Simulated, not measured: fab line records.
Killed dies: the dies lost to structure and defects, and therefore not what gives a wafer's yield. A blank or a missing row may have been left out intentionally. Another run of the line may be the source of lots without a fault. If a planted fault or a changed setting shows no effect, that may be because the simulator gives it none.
fab line records + flow nandHarc + part 1 of 2: steps 1 to 4 of 6
[record]
- lots = 21
- wafers = 63
- lastDay = 32
route steps=1302 shown A_STAIRCASE@652
lots that met no fault: taken from a fault-free run of the same line
startH: start of the lot's first displayed wafer, in hours after the record's first day + waitH: how many hours have passed since the lot's step before this one + " repeats the value in the row above + L1.1+2: a row that stands for several wafers + - no value, or no start given + * or withheld: withheld + < > ~ a bound
route shown NAME@n: names a module that has steps shown in the file, with the first one's number in the route + usual: mean/standard deviation taken from wafers without a fault + same: alike in all rows + chamber/n: place in a boat + sites: each site's reading + _std_site: how widely they spread, as a standard deviation + _edge_site: outer sites' mean less inner sites' + radiusMm: for every site, how far away it sits from the centre of the wafer + mask NAME#n: copy n + behind: the most recent tool/chamber to have shaped the wafer + hold: what put the lot on hold/how long, in hours/how the hold closed + device: the n, p or np transistor that did not switch + end of line: the route-end tests of the same wafers + a step without rows: its recipe alone + killed: dies that structure and defects cost at the first sort, which is not the same as the wafer's yield + map: per-die view of a wafer (x killed, . not killed, _ where there is no die)
set.NAME: setting as actually run; set.NAME@STEP: the setting as run at that earlier step + model.NAME: the simulator's own value behind a step, which no gauge read
the route's steps for a sample of lots (tables are steps, rows are wafers)
services: a tool's chamber out of use, with start hour (startH, from the record's first day; less than 0 if before it), hours out, and reason
[[steps]]
[step NHARC_A_STAIRCASE_ETCH_170]
[recipe]
- targetDepthA = 2000
- timeS = 66.667
- ionEnergyEv = 250
- c4f6FlowSccm = 25
- o2FlowSccm = 20
- arFlowSccm = 500
- rfW = 600
- biasW = 500
- chemistry = C4F6/O2
[usual]
- drypumpMotorCurrentA = 5.6/0.51
- o2FlowSccm = 20.01/0.062
- oesProductAu = 0.978/0.019
- rfVppV = 546/4
- showerheadPlenumPTorr = 3.90/0.19
- throttleValvePct = 26.903/0.0095
| lot.wafer | tool       | chamber | startH | waitH | drypumpMotorCurrentA | o2FlowSccm | oesProductAu | rfHoursCounterH | rfVppV | showerheadPlenumPTorr | throttleValvePct |
|-----------|------------|---------|--------|-------|----------------------|------------|--------------|-----------------|--------|-----------------------|------------------|
| L075.2    | rieDiel-11 | 1       | -      | -     | 4.9                  | 20.02      | 0.929        | 26              | 541    | 3.67                  | 26.918           |
| L075.5    | "          | 0       | "      | "     | 4.7                  | 20.03      | 0.992        | -               | 546    | 3.87                  | 26.906           |
| L075.6    | "          | 1       | "      | "     | 4.9                  | 20.07      | 0.938        | -               | 541    | 3.67                  | 26.902           |
| L074.4    | rieDiel-01 | 2       | -      | -     | 6.7                  | 20.05      | 0.972        | 44              | 551    | 4.16                  | 26.909           |
| L074.2    | "          | 3       | "      | "     | 5.7                  | 20.13      | 0.985        | 41              | 546    | 3.90                  | 26.905           |
| L074.3    | "          | 0       | "      | "     | 5.8                  | 20.02      | 0.981        | 41              | 549    | 4.07                  | 26.894           |
| L076.3    | rieDiel-01 | 0       | -      | -     | 5.8                  | 20.06      | 0.964        | 48              | 550    | 4.06                  | 26.902           |
| L076.2    | "          | 2       | "      | "     | 6.7                  | 20.09      | 0.957        | 51              | 552    | 4.16                  | 26.913           |
| L076.6    | "          | 1       | "      | "     | 5.3                  | 19.96      | 0.971        | -               | 542    | 3.63                  | 26.905           |
| L078.3    | rieDiel-06 | 1       | -      | -     | 6.0                  | 19.98      | 0.999        | 20              | 541    | 3.67                  | 26.911           |
| L078.4    | "          | 2       | "      | "     | 5.6                  | 19.97      | 0.982        | 21              | 547    | 3.88                  | 26.898           |
| L078.6    | "          | 3       | "      | "     | 5.7                  | 20.02      | 0.986        | -               | 542    | 3.68                  | 26.896           |
| L077.4    | rieDiel-06 | 2       | -      | -     | 5.6                  | 19.94      | 0.952        | 21              | 545    | 3.88                  | 26.900           |
| L077.3    | "          | 0       | "      | "     | 5.8                  | 20.03      | 0.979        | 21              | 543    | 3.70                  | 26.921           |
| L077.2    | "          | 1       | "      | "     | 6.0                  | 20.00      | 0.998        | 20              | 543    | 3.67                  | 26.895           |
| L079.1    | rieDiel-01 | 2       | -      | -     | 6.7                  | 19.98      | 0.993        | 0               | 553    | 4.16                  | 26.917           |
| L079.3    | "          | 3       | "      | "     | 5.7                  | 19.93      | 0.980        | 0               | 546    | 3.89                  | 26.914           |
| L079.6    | "          | 1       | "      | "     | 5.3                  | 19.94      | 0.954        | -               | 553    | 4.23                  | 26.914           |
| L080.3    | rieDiel-11 | 3       | -      | -     | 5.5                  | 20.06      | 0.985        | 49              | 546    | 3.85                  | 26.896           |
| L080.2    | "          | 0       | "      | "     | 4.7                  | 20.09      | 0.981        | 47              | 545    | 3.85                  | 26.901           |
| L080.5    | "          | 3       | "      | "     | 5.5                  | 20.00      | 0.985        | -               | 544    | 3.85                  | 26.916           |
| L081.3    | rieDiel-11 | 3       | -      | -     | 5.5                  | 19.95      | 0.985        | 49              | 544    | 3.85                  | 26.885           |
| L081.1    | "          | 0       | "      | "     | 4.7                  | 20.01      | 0.986        | 47              | 546    | 3.85                  | 26.917           |
| L081.5    | "          | 2       | "      | "     | 6.0                  | 20.10      | 0.992        | -               | 545    | 3.91                  | 26.887           |
| L082.4    | rieDiel-11 | 1       | -      | -     | 4.9                  | 20.05      | 0.955        | 52              | 542    | 3.65                  | 26.906           |
| L082.2    | "          | 2       | "      | "     | 5.9                  | 19.94      | 0.989        | 49              | 545    | 3.90                  | 26.893           |
| L082.5    | "          | 0       | "      | "     | 4.7                  | 19.98      | 1.004        | -               | 547    | 3.85                  | 26.909           |
| L084.4    | rieDiel-06 | 2       | -      | -     | 5.5                  | 19.93      | 0.971        | 37              | 545    | 3.87                  | 26.895           |
| L084.3    | "          | 0       | "      | "     | 5.8                  | 19.93      | 0.968        | 38              | 543    | 3.69                  | 26.918           |
| L084.1    | "          | 1       | "      | "     | 6.0                  | 20.02      | 0.960        | 37              | 540    | 3.66                  | 26.910           |
| L083.1    | rieDiel-01 | 2       | -      | -     | 6.8                  | 19.96      | 0.990        | 15              | 552    | 4.15                  | 26.907           |
| L083.3    | "          | 1       | "      | "     | 5.3                  | 19.96      | 0.973        | 18              | 552    | 4.22                  | 26.882           |
| L083.4    | "          | 3       | "      | "     | 5.8                  | 19.87      | 0.988        | -               | 546    | 3.88                  | 26.912           |
| L085.3    | rieDiel-01 | 3       | -      | -     | 5.7                  | 19.95      | 0.977        | 25              | 548    | 3.87                  | 26.904           |
| L085.6    | "          | 1       | "      | "     | 5.3                  | 19.96      | 0.964        | -               | 552    | 4.21                  | 26.921           |
| L085.5    | "          | 2       | "      | "     | 6.7                  | 19.93      | 0.988        | -               | 551    | 4.14                  | 26.905           |
| L087.1    | rieDiel-06 | 1       | -      | -     | 6.0                  | 20.06      | 0.986        | 52              | 541    | 3.65                  | 26.915           |
| L087.4    | "          | 3       | "      | "     | 5.7                  | 20.04      | 0.971        | -               | 543    | 3.66                  | 26.916           |
| L087.6    | "          | 1       | "      | "     | 6.0                  | 19.93      | 0.991        | -               | 541    | 3.65                  | 26.885           |
| L088.4    | rieDiel-11 | 3       | -      | -     | 5.5                  | 20.03      | 0.963        | 21              | 544    | 3.84                  | 26.908           |
| L088.1    | "          | 1       | "      | "     | 4.9                  | 19.97      | 0.951        | 14              | 553    | 4.22                  | 26.909           |
| L088.6    | "          | 3       | "      | "     | 5.5                  | 20.17      | 0.957        | -               | 544    | 3.84                  | 26.892           |
| L090.4    | rieDiel-01 | 1       | -      | -     | 5.3                  | 20.00      | 0.951        | 47              | 552    | 4.20                  | 26.917           |
| L090.3    | "          | 2       | "      | "     | 6.7                  | 20.13      | 0.999        | 40              | 552    | 4.13                  | 26.921           |
| L090.5    | "          | 0       | "      | "     | 5.8                  | 20.03      | 0.987        | -               | 548    | 4.04                  | 26.894           |
| L092.3    | rieDiel-11 | 1       | -      | -     | 4.9                  | 19.90      | 0.953        | 22              | 552    | 4.21                  | 26.900           |
| L092.1    | "          | 2       | "      | "     | 6.0                  | 19.98      | 0.982        | 28              | 545    | 3.89                  | 26.894           |
| L092.5    | "          | 0       | "      | "     | 4.7                  | 20.01      | 0.986        | -               | 546    | 3.83                  | 26.901           |
| L093.3    | rieDiel-11 | 3       | -      | -     | 5.5                  | 20.03      | 0.987        | 36              | 543    | 3.83                  | 26.888           |
| L093.2    | "          | 0       | "      | "     | 4.7                  | 19.99      | 1.000        | 35              | 545    | 3.83                  | 26.899           |
| L093.6    | "          | 3       | "      | "     | 5.5                  | 19.93      | 0.991        | -               | 545    | 3.83                  | 26.889           |
| L095.3    | rieDiel-06 | 2       | -      | -     | 5.6                  | 20.11      | 1.003        | 25              | 545    | 3.84                  | 26.893           |
| L095.2    | "          | 0       | "      | "     | 5.7                  | 19.97      | 0.956        | 23              | 541    | 3.67                  | 26.911           |
| L095.5    | "          | 2       | "      | "     | 5.6                  | 20.11      | 1.000        | -               | 543    | 3.84                  | 26.908           |
| L096.3    | rieDiel-06 | 0       | -      | -     | 5.8                  | 19.98      | 0.961        | 23              | 543    | 3.67                  | 26.914           |
| L096.6    | "          | 0       | "      | "     | 5.7                  | 20.12      | 0.953        | -               | 541    | 3.67                  | 26.896           |
| L096.5    | "          | 1       | "      | "     | 6.0                  | 19.94      | 0.992        | -               | 553    | 4.21                  | 26.924           |
| L094.4    | rieDiel-06 | 3       | -      | -     | 5.8                  | 20.19      | 1.016        | 17              | 551    | 4.22                  | 26.891           |
| L094.3    | "          | 1       | "      | "     | 6.0                  | 20.03      | 0.986        | 27              | 552    | 4.21                  | 26.887           |
| L094.1    | "          | 2       | "      | "     | 5.6                  | 20.01      | 1.004        | 27              | 544    | 3.84                  | 26.922           |
| L097.3    | rieDiel-11 | 2       | -      | -     | 6.0                  | 19.94      | 0.957        | 43              | 546    | 3.88                  | 26.918           |
| L097.4    | "          | 3       | "      | "     | 5.5                  | 19.98      | 1.006        | 47              | 546    | 3.82                  | 26.892           |
| L097.1    | "          | 0       | "      | "     | 4.7                  | 20.09      | 0.984        | 46              | 544    | 3.82                  | 26.910           |
[step NHARC_A_STAIRCASE_ETCH_21]
[recipe]
- targetDepthA = 1000
- timeS = 40.5
- ionEnergyEv = 400
- c4f8FlowSccm = 20
- o2FlowSccm = 10
- arFlowSccm = withheld
- rfW = 600
- biasW = 1000
- chemistry = C4F8/O2
[usual]
- oesProductAu = 0.952/0.02
- rfVppV = 896/6.7
| lot.wafer | tool       | chamber | startH | waitH | oesProductAu | rfHoursCounterH | rfVppV |
|-----------|------------|---------|--------|-------|--------------|-----------------|--------|
| L075.2    | rieDiel-11 | 0       | -      | -     | 0.994        | 23              | 895    |
| L075.5    | "          | 2       | "      | "     | 0.981        | -               | 895    |
| L075.6    | "          | 3       | "      | "     | 0.984        | -               | 894    |
| L074.3    | rieDiel-06 | 0       | -      | -     | 0.995        | 11              | 888    |
| L074.4    | "          | 2       | "      | "     | 0.977        | 10              | 893    |
| L074.2    | "          | 3       | "      | "     | 0.990        | 11              | 887    |
| L076.2    | rieDiel-06 | 0       | -      | -     | 0.959        | 15              | 889    |
| L076.3    | "          | 1       | "      | "     | 0.989        | 15              | 886    |
| L076.6    | "          | 0       | "      | "     | 0.951        | -               | 888    |
| L077.3    | rieDiel-11 | 0       | -      | -     | 0.953        | 37              | 894    |
| L077.4    | "          | 1       | "      | "     | 0.917        | 39              | 887    |
| L077.2    | "          | 2       | "      | "     | 0.947        | 37              | 897    |
| L078.3    | rieDiel-01 | 0       | -      | -     | 0.986        | 1               | 901    |
| L078.4    | "          | 1       | "      | "     | 0.974        | 1               | 905    |
| L078.6    | "          | 0       | "      | "     | 0.973        | -               | 900    |
| L079.1    | rieDiel-06 | 0       | -      | -     | 0.949        | 25              | 887    |
| L079.3    | "          | 1       | "      | "     | 0.949        | 24              | 887    |
| L079.6    | "          | 0       | "      | "     | 0.946        | -               | 887    |
| L080.3    | rieDiel-01 | 2       | -      | -     | 0.947        | 7               | 903    |
| L080.2    | "          | 3       | "      | "     | 0.936        | 7               | 894    |
| L080.5    | "          | 2       | "      | "     | 0.949        | -               | 903    |
| L081.1    | rieDiel-06 | 0       | -      | -     | 0.950        | 34              | 888    |
| L081.3    | "          | 2       | "      | "     | 0.941        | 32              | 894    |
| L081.5    | "          | 0       | "      | "     | 0.953        | -               | 888    |
| L082.4    | rieDiel-01 | 1       | -      | -     | 0.947        | 14              | 906    |
| L082.2    | "          | 2       | "      | "     | 0.952        | 11              | 904    |
| L082.5    | "          | 0       | "      | "     | 0.955        | -               | 900    |
| L083.3    | rieDiel-01 | 3       | -      | -     | 0.942        | 19              | 896    |
| L083.1    | "          | 1       | "      | "     | 0.932        | 19              | 904    |
| L083.4    | "          | 3       | "      | "     | 0.949        | -               | 895    |
| L084.3    | rieDiel-06 | 1       | -      | -     | 0.954        | 45              | 887    |
| L084.1    | "          | 3       | "      | "     | 0.967        | 49              | 887    |
| L084.4    | "          | 0       | "      | "     | 0.956        | 45              | 888    |
| L085.3    | rieDiel-01 | 2       | -      | -     | 0.963        | 24              | 904    |
| L085.6    | "          | 3       | "      | "     | 0.940        | -               | 895    |
| L085.5    | "          | 0       | "      | "     | 0.963        | -               | 899    |
| L087.1    | rieDiel-01 | 1       | -      | -     | 0.940        | 31              | 906    |
| L087.4    | "          | 3       | "      | "     | 0.937        | 32              | 894    |
| L087.6    | "          | 0       | "      | "     | 0.959        | -               | 900    |
| L088.4    | rieDiel-01 | 1       | -      | -     | 0.963        | 39              | 906    |
| L088.1    | "          | 2       | "      | "     | 0.982        | 35              | 904    |
| L088.6    | "          | 1       | "      | "     | 0.966        | -               | 905    |
| L090.3    | rieDiel-11 | 1       | -      | -     | 0.927        | 19              | 905    |
| L090.4    | "          | 3       | "      | "     | 0.966        | 27              | 892    |
| L090.5    | "          | 0       | "      | "     | 0.967        | -               | 894    |
| L092.1    | rieDiel-01 | 1       | -      | -     | 0.923        | 55              | 905    |
| L092.3    | "          | 2       | "      | "     | 0.948        | 48              | 902    |
| L092.5    | "          | 2       | "      | "     | 0.953        | -               | 903    |
| L093.2    | rieDiel-01 | 3       | -      | -     | 0.940        | 56              | 892    |
| L093.3    | "          | 1       | "      | "     | 0.930        | 58              | 905    |
| L093.6    | "          | 3       | "      | "     | 0.935        | -               | 893    |
| L095.3    | rieDiel-11 | 3       | -      | -     | 0.958        | 40              | 892    |
| L095.2    | "          | 2       | "      | "     | 0.935        | 36              | 894    |
| L095.5    | "          | 3       | "      | "     | 0.949        | -               | 893    |
| L096.3    | rieDiel-11 | 2       | -      | -     | 0.919        | 37              | 895    |
| L096.6    | "          | 2       | "      | "     | 0.919        | -               | 895    |
| L096.5    | "          | 3       | "      | "     | 0.946        | -               | 893    |
| L094.1    | rieDiel-06 | 0       | -      | -     | 0.935        | 26              | 886    |
| L094.4    | "          | 1       | "      | "     | 0.944        | 29              | 905    |
| L094.3    | "          | 3       | "      | "     | 0.960        | 18              | 906    |
| L097.1    | rieDiel-06 | 3       | -      | -     | 0.957        | 27              | 906    |
| L097.3    | "          | 2       | "      | "     | 0.958        | 37              | 892    |
| L097.4    | "          | 2       | "      | "     | 0.945        | -               | 893    |
[step NHARC_A_STAIRCASE_ETCH_23]
[recipe]
- targetDepthA = 1000
- timeS = 40.5
- ionEnergyEv = 400
- c4f8FlowSccm = 20
- o2FlowSccm = 10
- arFlowSccm = withheld
- rfW = 600
- biasW = 1000
- chemistry = C4F8/O2
[usual]
- oesProductAu = 0.949/0.016
- rfVppV = 896/6.5
| lot.wafer | tool       | chamber | startH | waitH | oesProductAu | rfHoursCounterH | rfVppV |
|-----------|------------|---------|--------|-------|--------------|-----------------|--------|
| L075.2    | rieDiel-11 | 2       | -      | -     | 0.974        | 26              | 896    |
| L075.6    | "          | 1       | "      | "     | 0.921        | -               | 886    |
| L075.5    | "          | 2       | "      | "     | 0.966        | -               | 895    |
| L074.4    | rieDiel-06 | 1       | -      | -     | 0.971        | 10              | 890    |
| L074.2    | "          | 2       | "      | "     | 0.966        | 10              | 895    |
| L074.3    | "          | 0       | "      | "     | 0.959        | 11              | 888    |
| L076.3    | rieDiel-06 | 1       | -      | -     | 0.972        | 15              | 887    |
| L076.2    | "          | 2       | "      | "     | 0.964        | 17              | 894    |
| L076.6    | "          | 1       | "      | "     | 0.965        | -               | 888    |
| L077.3    | rieDiel-11 | 0       | -      | -     | 0.959        | 37              | 894    |
| L077.4    | "          | 2       | "      | "     | 0.958        | 37              | 896    |
| L077.2    | "          | 3       | "      | "     | 0.945        | 41              | 894    |
| L078.4    | rieDiel-01 | 2       | -      | -     | 0.956        | 1               | 903    |
| L078.3    | "          | 3       | "      | "     | 0.936        | 1               | 895    |
| L078.6    | "          | 2       | "      | "     | 0.957        | -               | 903    |
| L079.3    | rieDiel-06 | 0       | -      | -     | 0.951        | 25              | 889    |
| L079.1    | "          | 1       | "      | "     | 0.965        | 24              | 886    |
| L079.6    | "          | 3       | "      | "     | 0.927        | -               | 889    |
| L080.2    | rieDiel-01 | 1       | -      | -     | 0.951        | 10              | 906    |
| L080.3    | "          | 2       | "      | "     | 0.958        | 7               | 904    |
| L080.5    | "          | 1       | "      | "     | 0.933        | -               | 905    |
| L081.3    | rieDiel-06 | 0       | -      | -     | 0.951        | 34              | 889    |
| L081.1    | "          | 1       | "      | "     | 0.948        | 33              | 888    |
| L081.5    | "          | 3       | "      | "     | 0.942        | -               | 889    |
| L082.4    | rieDiel-01 | 0       | -      | -     | 0.969        | 15              | 899    |
| L082.2    | "          | 3       | "      | "     | 0.959        | 12              | 895    |
| L082.5    | "          | 0       | "      | "     | 0.964        | -               | 898    |
| L083.3    | rieDiel-01 | 3       | -      | -     | 0.941        | 19              | 894    |
| L083.1    | "          | 2       | "      | "     | 0.958        | 16              | 903    |
| L083.4    | "          | 2       | "      | "     | 0.958        | -               | 902    |
| L084.1    | rieDiel-06 | 0       | -      | -     | 0.958        | 45              | 888    |
| L084.4    | "          | 1       | "      | "     | 0.972        | 45              | 888    |
| L084.3    | "          | 3       | "      | "     | 0.949        | 49              | 887    |
| L085.3    | rieDiel-01 | 0       | -      | -     | 0.957        | 21              | 901    |
| L085.6    | "          | 2       | "      | "     | 0.957        | -               | 903    |
| L085.5    | "          | 3       | "      | "     | 0.936        | -               | 894    |
| L087.1    | rieDiel-01 | 3       | -      | -     | 0.944        | 32              | 894    |
| L087.4    | "          | 1       | "      | "     | 0.958        | 32              | 904    |
| L087.6    | "          | 0       | "      | "     | 0.984        | -               | 900    |
| L088.4    | rieDiel-01 | 0       | -      | -     | 0.982        | 32              | 899    |
| L088.1    | "          | 1       | "      | "     | 0.964        | 39              | 904    |
| L088.6    | "          | 1       | "      | "     | 0.958        | -               | 906    |
| L090.4    | rieDiel-11 | 2       | -      | -     | 0.917        | 25              | 895    |
| L090.3    | "          | 0       | "      | "     | 0.965        | 27              | 893    |
| L090.5    | "          | 1       | "      | "     | 0.929        | -               | 907    |
| L092.3    | rieDiel-01 | 1       | -      | -     | 0.930        | 55              | 904    |
| L092.1    | "          | 0       | "      | "     | 0.949        | 49              | 898    |
| L092.5    | "          | 1       | "      | "     | 0.930        | -               | 904    |
| L093.2    | rieDiel-01 | 3       | -      | -     | 0.953        | 58              | 894    |
| L093.3    | "          | 1       | "      | "     | 0.945        | 62              | 904    |
| L093.6    | "          | 2       | "      | "     | 0.953        | -               | 903    |
| L095.2    | rieDiel-11 | 1       | -      | -     | 0.924        | 31              | 907    |
| L095.3    | "          | 3       | "      | "     | 0.956        | 40              | 892    |
| L095.5    | "          | 1       | "      | "     | 0.918        | -               | 905    |
| L096.3    | rieDiel-11 | 2       | -      | -     | 0.927        | 37              | 895    |
| L096.6    | "          | 3       | "      | "     | 0.960        | -               | 892    |
| L096.5    | "          | 0       | "      | "     | 0.949        | -               | 892    |
| L094.4    | rieDiel-06 | 2       | -      | -     | 0.963        | 28              | 893    |
| L094.1    | "          | 3       | "      | "     | 0.947        | 19              | 906    |
| L094.3    | "          | 1       | "      | "     | 0.955        | 29              | 905    |
| L097.1    | rieDiel-06 | 3       | -      | -     | 0.961        | 27              | 906    |
| L097.3    | "          | 0       | "      | "     | 0.920        | 33              | 888    |
| L097.4    | "          | 0       | "      | "     | 0.921        | -               | 888    |
[step NHARC_A_STAIRCASE_DESCUM_186]
[recipe]
- timeS = 3
- o2FlowSccm = 200
- arFlowSccm = 0
- biasPowerW = 0
- chemistry = O2
[usual]
- drypumpMotorCurrentA = 5.5/0.49
- o2FlowSccm = 200.0/0.56
- oesProductAu = 1.004/0.016
- rfVppV = 57.8/0.86
- showerheadPlenumPTorr = 1.90/0.099
- throttleValvePct = 11.311/0.0083
| lot.wafer | tool       | chamber | startH | waitH | drypumpMotorCurrentA | o2FlowSccm | oesProductAu | rfHoursCounterH | rfVppV | showerheadPlenumPTorr | throttleValvePct |
|-----------|------------|---------|--------|-------|----------------------|------------|--------------|-----------------|--------|-----------------------|------------------|
| L075.2    | rieDiel-06 | 0       | 354.70 | -     | 5.7                  | 200.8      | 1.001        | 10              | 58.1   | 1.80                  | 11.305           |
| L075.6    | "          | 3       | "      | "     | 5.7                  | 200.0      | 1.007        | -               | 55.8   | 1.79                  | 11.305           |
| L075.5    | "          | 0       | "      | "     | 5.7                  | 199.6      | 0.992        | -               | 58.6   | 1.80                  | 11.303           |
| L074.2    | rieDiel-01 | 0       | 358.37 | -     | 5.9                  | 199.5      | 0.997        | 44              | 58.4   | 1.99                  | 11.330           |
| L074.4    | "          | 1       | "      | "     | 5.3                  | 199.1      | 0.989        | 47              | 56.6   | 1.76                  | 11.316           |
| L074.3    | "          | 2       | "      | "     | 6.7                  | 200.0      | 0.991        | 46              | 57.7   | 2.04                  | 11.312           |
| L076.2    | rieDiel-06 | 1       | 372.53 | -     | 6.0                  | 200.4      | 1.023        | 15              | 57.5   | 1.78                  | 11.320           |
| L076.3    | "          | 2       | "      | "     | 5.6                  | 200.6      | 1.005        | 17              | 58.1   | 1.89                  | 11.319           |
| L076.6    | "          | 1       | "      | "     | 6.0                  | 200.5      | 1.023        | -               | 58.2   | 1.78                  | 11.314           |
| L077.3    | rieDiel-11 | 3       | 394.07 | -     | 5.5                  | 200.1      | 0.994        | 41              | 57.4   | 1.88                  | 11.297           |
| L077.4    | "          | 0       | "      | "     | 4.7                  | 199.7      | 0.990        | 37              | 58.5   | 1.88                  | 11.309           |
| L077.2    | "          | 1       | "      | "     | 4.9                  | 200.2      | 0.963        | 39              | 56.1   | 1.77                  | 11.319           |
| L078.4    | rieDiel-01 | 0       | 396.52 | -     | 5.9                  | 200.1      | 1.010        | 2               | 57.9   | 1.99                  | 11.302           |
| L078.3    | "          | 2       | "      | "     | 6.7                  | 199.8      | 1.018        | 1               | 58.9   | 2.04                  | 11.313           |
| L078.6    | "          | 0       | "      | "     | 5.8                  | 200.4      | 1.017        | -               | 58.3   | 1.99                  | 11.301           |
| L079.3    | rieDiel-06 | 3       | 397.88 | -     | 5.8                  | 200.0      | 1.002        | 27              | 57.7   | 1.78                  | 11.306           |
| L079.1    | "          | 0       | "      | "     | 5.8                  | 200.1      | 0.992        | 27              | 57.4   | 1.79                  | 11.312           |
| L079.6    | "          | 1       | "      | "     | 6.0                  | 200.0      | 1.017        | -               | 57.1   | 1.77                  | 11.302           |
| L080.2    | rieDiel-06 | 3       | 417.60 | -     | 5.6                  | 200.1      | 0.998        | 33              | 57.0   | 1.78                  | 11.306           |
| L080.3    | "          | 0       | "      | "     | 5.7                  | 199.9      | 0.988        | 34              | 55.9   | 1.79                  | 11.314           |
| L080.5    | "          | 3       | "      | "     | 5.7                  | 200.1      | 1.005        | -               | 56.8   | 1.78                  | 11.306           |
| L081.3    | rieDiel-11 | 2       | 417.83 | -     | 5.9                  | 200.6      | 1.016        | 47              | 58.2   | 1.90                  | 11.284           |
| L081.1    | "          | 3       | "      | "     | 5.5                  | 199.8      | 0.994        | 51              | 57.9   | 1.87                  | 11.323           |
| L081.5    | "          | 0       | "      | "     | 4.7                  | 199.2      | 1.012        | -               | 57.4   | 1.88                  | 11.313           |
| L082.2    | rieDiel-01 | 3       | 435.88 | -     | 5.7                  | 199.8      | 0.996        | 12              | 56.7   | 1.89                  | 11.314           |
| L082.4    | "          | 1       | "      | "     | 5.2                  | 199.7      | 0.985        | 14              | 58.2   | 2.07                  | 11.321           |
| L082.5    | "          | 0       | "      | "     | 5.8                  | 200.1      | 1.014        | -               | 58.7   | 1.98                  | 11.321           |
| L084.3    | rieDiel-11 | 3       | 452.88 | -     | 5.5                  | 200.1      | 1.006        | 4               | 58.7   | 1.87                  | 11.329           |
| L084.1    | "          | 0       | "      | "     | 4.7                  | 199.7      | 1.023        | 4               | 58.0   | 1.87                  | 11.329           |
| L084.4    | "          | 3       | "      | "     | 5.5                  | 199.6      | 1.010        | -               | 56.5   | 1.87                  | 11.311           |
| L083.1    | rieDiel-11 | 3       | 454.48 | -     | 5.5                  | 199.9      | 1.013        | 5               | 56.9   | 1.87                  | 11.309           |
| L083.3    | "          | 2       | "      | "     | 5.9                  | 199.1      | 0.982        | 5               | 58.0   | 1.90                  | 11.303           |
| L083.4    | "          | 2       | "      | "     | 5.9                  | 198.8      | 0.987        | -               | 56.6   | 1.90                  | 11.309           |
| L085.3    | rieDiel-06 | 2       | 463.94 | -     | 5.6                  | 199.9      | 1.015        | 54              | 57.7   | 1.88                  | 11.305           |
| L085.6    | "          | 2       | "      | "     | 5.5                  | 199.9      | 1.015        | -               | 58.6   | 1.88                  | 11.303           |
| L085.5    | "          | 3       | "      | "     | 5.8                  | 200.6      | 1.009        | -               | 58.0   | 1.77                  | 11.326           |
| L087.4    | rieDiel-11 | 0       | 481.60 | -     | 4.7                  | 200.7      | 1.018        | 15              | 59.2   | 1.87                  | 11.316           |
| L087.1    | "          | 2       | "      | "     | 5.9                  | 200.4      | 0.982        | 15              | 56.5   | 1.90                  | 11.320           |
| L087.6    | "          | 3       | "      | "     | 5.5                  | 199.5      | 1.008        | -               | 56.8   | 1.87                  | 11.307           |
| L088.1    | rieDiel-11 | 3       | 497.76 | -     | 5.5                  | 199.8      | 1.015        | 23              | 57.0   | 1.87                  | 11.310           |
| L088.4    | "          | 1       | "      | "     | 4.9                  | 200.3      | 0.996        | 15              | 57.7   | 2.07                  | 11.311           |
| L088.6    | "          | 3       | "      | "     | 5.5                  | 200.3      | 1.024        | -               | 58.5   | 1.87                  | 11.299           |
| L090.4    | rieDiel-06 | 1       | 520.12 | -     | 6.0                  | 199.6      | 1.013        | 8               | 59.4   | 2.07                  | 11.312           |
| L090.3    | "          | 2       | "      | "     | 5.6                  | 200.0      | 1.050        | 7               | 58.2   | 1.87                  | 11.312           |
| L090.5    | "          | 0       | "      | "     | 5.8                  | 200.7      | 0.981        | -               | 57.0   | 1.78                  | 11.330           |
| L092.3    | rieDiel-06 | 3       | 539.78 | -     | 5.7                  | 200.5      | 1.017        | 15              | 58.1   | 2.07                  | 11.304           |
| L092.1    | "          | 1       | "      | "     | 6.0                  | 199.0      | 1.016        | 18              | 58.7   | 2.07                  | 11.313           |
| L092.5    | "          | 2       | "      | "     | 5.5                  | 200.6      | 1.030        | -               | 58.9   | 1.87                  | 11.313           |
| L093.2    | rieDiel-01 | 2       | 557.02 | -     | 6.6                  | 199.7      | 1.006        | 54              | 59.3   | 2.02                  | 11.305           |
| L093.3    | "          | 0       | "      | "     | 5.8                  | 200.0      | 1.009        | 56              | 57.3   | 1.97                  | 11.321           |
| L093.6    | "          | 2       | "      | "     | 6.7                  | 200.3      | 1.009        | -               | 58.8   | 2.02                  | 11.313           |
| L095.3    | rieDiel-11 | 2       | 563.41 | -     | 5.9                  | 199.8      | 0.988        | 37              | 58.5   | 1.89                  | 11.323           |
| L095.2    | "          | 3       | "      | "     | 5.5                  | 198.8      | 1.035        | 41              | 56.7   | 1.86                  | 11.301           |
| L095.5    | "          | 0       | "      | "     | 4.7                  | 200.6      | 1.021        | -               | 58.1   | 1.86                  | 11.320           |
| L096.3    | rieDiel-06 | 0       | 564.01 | -     | 5.8                  | 200.3      | 0.990        | 26              | 56.0   | 1.78                  | 11.310           |
| L096.6    | "          | 3       | "      | "     | 5.7                  | 200.3      | 1.024        | -               | 58.1   | 2.07                  | 11.308           |
| L096.5    | "          | 0       | "      | "     | 5.7                  | 200.2      | 0.998        | -               | 57.6   | 1.78                  | 11.297           |
| L094.4    | rieDiel-11 | 1       | 567.64 | -     | 4.9                  | 200.3      | 0.981        | 34              | 57.4   | 2.06                  | 11.320           |
| L094.3    | "          | 2       | "      | "     | 5.9                  | 199.4      | 0.988        | 39              | 58.3   | 1.89                  | 11.321           |
| L094.1    | "          | 3       | "      | "     | 5.5                  | 199.8      | 1.013        | 44              | 58.4   | 1.86                  | 11.319           |
| L097.3    | rieDiel-06 | 3       | 583.36 | -     | 5.7                  | 200.1      | 1.019        | 27              | 57.9   | 2.07                  | 11.308           |
| L097.1    | "          | 2       | "      | "     | 5.5                  | 199.9      | 1.022        | 38              | 57.2   | 1.87                  | 11.319           |
| L097.4    | "          | 2       | "      | "     | 5.5                  | 200.4      | 1.022        | -               | 57.7   | 1.86                  | 11.313           |
